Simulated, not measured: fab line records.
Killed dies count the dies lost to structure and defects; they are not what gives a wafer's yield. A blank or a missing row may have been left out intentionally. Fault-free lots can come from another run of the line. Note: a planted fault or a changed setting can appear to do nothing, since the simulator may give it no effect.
Matching of chambers + flow nandHarc + NHARC_P_M0_PRE_CLEAN_31 on pecvd-03: 3 sister chambers
The step time 12 s. 3 wafers are shown with their chamber, then 8 later ones without.

## EACH WAFER AND ITS CHAMBER
| wafer  | chamber | heaterPowerW (W) |
|--------|---------|------------------|
| L888.3 | 1       | 493              |
| L888.5 | 2       | 703              |
| L889.1 | 0       | 765              |

## WAFERS WITHOUT THEIR CHAMBER
| wafer  | heaterPowerW (W) |
|--------|------------------|
| L889.3 | 653              |
| L889.6 | 660              |
| L896.3 | 664              |
| L896.4 | 646              |
| L896.5 | 516              |
| L897.1 | 751              |
| L897.3 | 547              |
| L897.4 | 606              |

## WHICH CHAMBER EACH WENT THROUGH
| wafer  | from the rows above          | in truth |
|--------|------------------------------|----------|
| L889.3 | can't be placed: 2 or 0      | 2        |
| L889.6 | can't be placed: 2 or 0      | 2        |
| L896.3 | can't be placed: 2 or 0      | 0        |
| L896.4 | can't be placed: 2 or 0 or 1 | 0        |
| L896.5 | 1                            | 1        |
| L897.1 | can't be placed: 0 or 2      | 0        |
| L897.3 | can't be placed: 1 or 2      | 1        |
| L897.4 | can't be placed: 2 or 1 or 0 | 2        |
Correct placement for 1 of the 8. Not placeable from these rows: 7 (in 7, the candidates include the true chamber). Placed wrongly: 0.
How it was worked out, from the rows above alone: a wafer's distance from a chamber is the root of the sum, over the readings, of the square of ((its reading less the chamber's mean) divided by the reading's scatter). The wafer belongs to the nearest chamber; if the next one is less than 2 further off, it can't be placed. A chamber's mean is the mean of its shown wafers. The scatter (one wafer shown for each chamber): square how far every hidden wafer sits from the nearest shown wafer, average those squares and take the square root.
